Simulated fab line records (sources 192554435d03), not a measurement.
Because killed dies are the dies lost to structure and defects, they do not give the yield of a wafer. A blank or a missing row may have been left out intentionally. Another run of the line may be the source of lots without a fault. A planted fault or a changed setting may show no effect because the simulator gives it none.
A struck lot beside a sound one -- flow n5 finfet -- 37 out of 1938 route steps
Sound: the wafers L755.3, L755.4, L755.5. Struck: wafer L773.4 (L773.1, L773.6, from the same lot, were not struck and are left out); the cause is given at the end.
At each step with rows: each side's tool, then ch and its chambers, then its first start. Under that, the readings that differ: sound wafers -- struck wafers -- difference of the means -- sigmas: that difference in standard deviations of wafers without a fault.
alike: readings with means less than 2 such deviations apart, plus words and numbers identical on both sides. not compared: withheld readings, readings lacking a value on some wafer, bounds such as >300 that could conceal the same value, and numbers that have no deviation in the record and whose values overlap.
The two part at a step that has a row with sigmas, a row that says differs or no value, or rows on one side only. Numbers that have no deviation but don't overlap get no sigmas and don't part them. Lack of a reading on every wafer of one side parts them only where that side has two or more wafers.

first, 9 steps without rows for these wafers: N5_SDB_COAT_03 (time 60 s, resist thk 100 nm); N5_SDB_COAT_04 (time 60 s, resist thk 18 nm); N5_SDB_COAT_05 (resist thk 90 nm); N5_SDB_EBR_07; N5_SDB_SOFTBAKE_06 (time 60 s); N5_SDB_EXPOSE_08 (exposes mask SDB); N5_SDB_PEB_09 (peb time 60 s); N5_SDB_DEVELOP_10 (develop time 30 s); N5_SDB_DESCUM_16 (chemistry O2, time 7.9 s).
N5_SDB_ETCH_17: etches SiARC in CF4, target depth 23.4 nm, time 39 s.
  sound on rie diel-05 ch 2,3, day 5 03:20; struck on rie diel-05 ch 3, day 9 17:33
  alike: drypump motor current A, etch rf on time s, oes product au, rf vpp V, showerhead plenum p Torr, throttle valve pct
  not compared: rf hours counter h
then, 26 steps without rows for these wafers: N5_SDB_ETCH_18 (etches SOC in N2/H2, target depth 100 nm, overetch 20 nm, time 150 s); N5_SDB_STRIP_19 (strips in N2/H2); N5_SDB_STRIP_21 (strips in CF4); N5_SDB_HM_OPEN_20 (chemistry CH3F/O2, target SiNx, stops on poly-Si, target depth 24 nm); N5_SDB_STRIP_22 (strips in N2/H2); N5_SDB_PRECLEAN_23 (cleans in dHF, time 30 s); N5_SDB_DUMMY_REMOVE_24 (chemistry TMAH, target poly-Si, stops on SiO2, target depth 142 nm, time 57 s, rinse time 30 s); N5_SDB_ETCH_25 (etches SiO2 in C4F6/O2, target depth 10 nm, time 3.3 s); N5_SDB_CUT_ETCH_26 (etches Si in HBr/Cl2/O2, target depth 129.6 nm, bt time 20 s, time 51.8 s); N5_SDB_PRECLEAN_38 (cleans in dHF, time 10 s); N5_SDB_PRECLEAN_39 (cleans in O3/DIW, time 45 s); N5_SDB_SRD_28 (time 30 s); N5_SDB_ALD_29 (deposits SiNx, target thk 30 nm, pulse time 1 s, ald cycles 600); N5_SDB_CMP_30 (polishes, stops on poly-Si, t overpolish 1.54 s, target thk 30 nm); N5_DUMMY_REMOVAL_HM_STRIP_01 (strips SiNx in CH3F/O2, stops on poly-Si, target depth 4 nm, time 6.8 s); N5_DUMMY_REMOVAL_STRIP_10 (strips in N2/H2, time 40 s); N5_DUMMY_REMOVAL_PRECLEAN_07 (cleans in dHF, time 30 s); N5_DUMMY_REMOVAL_DUMMY_REMOVE_02 (chemistry TMAH, target poly-Si, stops on SiO2, target depth 142 nm, time 57 s, rinse time 30 s); N5_DUMMY_REMOVAL_PRECLEAN_08 (cleans in NF3:NH3, afs cycles 2, time 20 s, sublimation time 60 s); N5_DUMMY_REMOVAL_PRECLEAN_04 (cleans in DHF, time 37 s); N5_DUMMY_REMOVAL_SRD_05 (time 30 s); N5_HKMG_FIN_IL_REGROW_00 (material SiO2, chemistry O3, target thk 0.75 nm, time 30 s); N5_HKMG_FIN_HK_ALD_01 (deposits HfO2, target thk 1.6 nm, pulse time 3 s, purge time 3 s); N5_HKMG_FIN_HK_ANNEAL_02 (time 30 s); N5_HKMG_FIN_ALD_74 (deposits La2O3, target thk 0.5 nm, pulse time 6 s, co reactant pulse time 1 s); N5_HKMG_FIN_ALD_75 (deposits Al2O3, target thk 1 nm, co reactant pulse time 1 s).
-- record jumps: 8 days separate the struck wafers' starts on either side; left off in module HKMG_FIN, taken up again in module PASSIVATION, whose first shown step is the route's number 1936 --
N5_PASSIVATION_PROBE_49:
  record: rows for the struck wafers here (prober-02, day 18 00:20), none for the sound ones

WHERE THEY PART
At N5_PASSIVATION_PROBE_49 and nowhere else, as far as this record goes.

WHY: what the simulator had put in
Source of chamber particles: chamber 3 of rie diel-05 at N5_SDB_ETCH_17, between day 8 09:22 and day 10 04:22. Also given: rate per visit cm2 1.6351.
